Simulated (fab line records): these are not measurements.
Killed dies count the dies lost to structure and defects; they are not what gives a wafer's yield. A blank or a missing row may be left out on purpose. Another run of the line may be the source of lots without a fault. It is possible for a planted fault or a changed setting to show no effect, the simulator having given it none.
Matching of chambers :: flow n5Finfet :: 4 sister chambers for N5_BEOL_M15_STRIP_36 on rieDiel-03
The step strips in O2. 8 wafers are shown with their chamber, then 10 later ones without.

## WAFERS, EACH WITH ITS CHAMBER
wafer: L081.2
chamber: 3
showerheadPlenumPTorr (Torr): 1.99
drypumpMotorCurrentA (A): 5.7

wafer: L084.1
chamber: 0
showerheadPlenumPTorr (Torr): 1.93
drypumpMotorCurrentA (A): 5.7

wafer: L084.5
chamber: 2
showerheadPlenumPTorr (Torr): 2.16
drypumpMotorCurrentA (A): 5.2

wafer: L084.6
chamber: 3
showerheadPlenumPTorr (Torr): 1.98
drypumpMotorCurrentA (A): 5.7

wafer: L083.2
chamber: 0
showerheadPlenumPTorr (Torr): 1.93
drypumpMotorCurrentA (A): 5.7

wafer: L083.6
chamber: 1
showerheadPlenumPTorr (Torr): 2.08
drypumpMotorCurrentA (A): 5.6

wafer: L086.2
chamber: 1
showerheadPlenumPTorr (Torr): 2.07
drypumpMotorCurrentA (A): 5.7

wafer: L086.3
chamber: 2
showerheadPlenumPTorr (Torr): 2.16
drypumpMotorCurrentA (A): 5.2

## WAFERS WITH NO CHAMBER GIVEN
wafer: L086.5
showerheadPlenumPTorr (Torr): 1.93
drypumpMotorCurrentA (A): 5.7

wafer: L087.3
showerheadPlenumPTorr (Torr): 2.16
drypumpMotorCurrentA (A): 5.2

wafer: L087.5
showerheadPlenumPTorr (Torr): 1.93
drypumpMotorCurrentA (A): 5.7

wafer: L087.6
showerheadPlenumPTorr (Torr): 1.98
drypumpMotorCurrentA (A): 5.7

wafer: L093.1
showerheadPlenumPTorr (Torr): 1.92
drypumpMotorCurrentA (A): 5.7

wafer: L093.3
showerheadPlenumPTorr (Torr): 2.15
drypumpMotorCurrentA (A): 5.2

wafer: L093.6
showerheadPlenumPTorr (Torr): 1.93
drypumpMotorCurrentA (A): 5.7

wafer: L097.1
showerheadPlenumPTorr (Torr): 2.07
drypumpMotorCurrentA (A): 5.6

wafer: L097.2
showerheadPlenumPTorr (Torr): 1.97
drypumpMotorCurrentA (A): 5.7

wafer: L097.5
showerheadPlenumPTorr (Torr): 1.92
drypumpMotorCurrentA (A): 5.7

## CHAMBER TAKEN BY EACH
wafer: L086.5
from the rows above: 0
in truth: 0

wafer: L087.3
from the rows above: 2
in truth: 2

wafer: L087.5
from the rows above: 0
in truth: 0

wafer: L087.6
from the rows above: 3
in truth: 3

wafer: L093.1
from the rows above: 0
in truth: 0

wafer: L093.3
from the rows above: 2
in truth: 2

wafer: L093.6
from the rows above: 0
in truth: 0

wafer: L097.1
from the rows above: 1
in truth: 1

wafer: L097.2
from the rows above: 3
in truth: 3

wafer: L097.5
from the rows above: 0
in truth: 0
Placed correctly: 10 of 10. Can't be placed from these rows: 0. Number placed wrongly: 0.
How it was worked out, from the rows above alone: a wafer's distance from a chamber is the root of the sum, over the readings, of the square of ((its reading less the chamber's mean) divided by the reading's scatter). If the next closest chamber is less than 2 further off than the closest, the wafer can't be placed; otherwise it belongs to the closest. The mean given for a chamber averages the wafers shown for that chamber. The scatter: take each reading less its chamber's mean, square it, sum over the shown wafers, divide by the number of wafers less the number of chambers, and take the root.
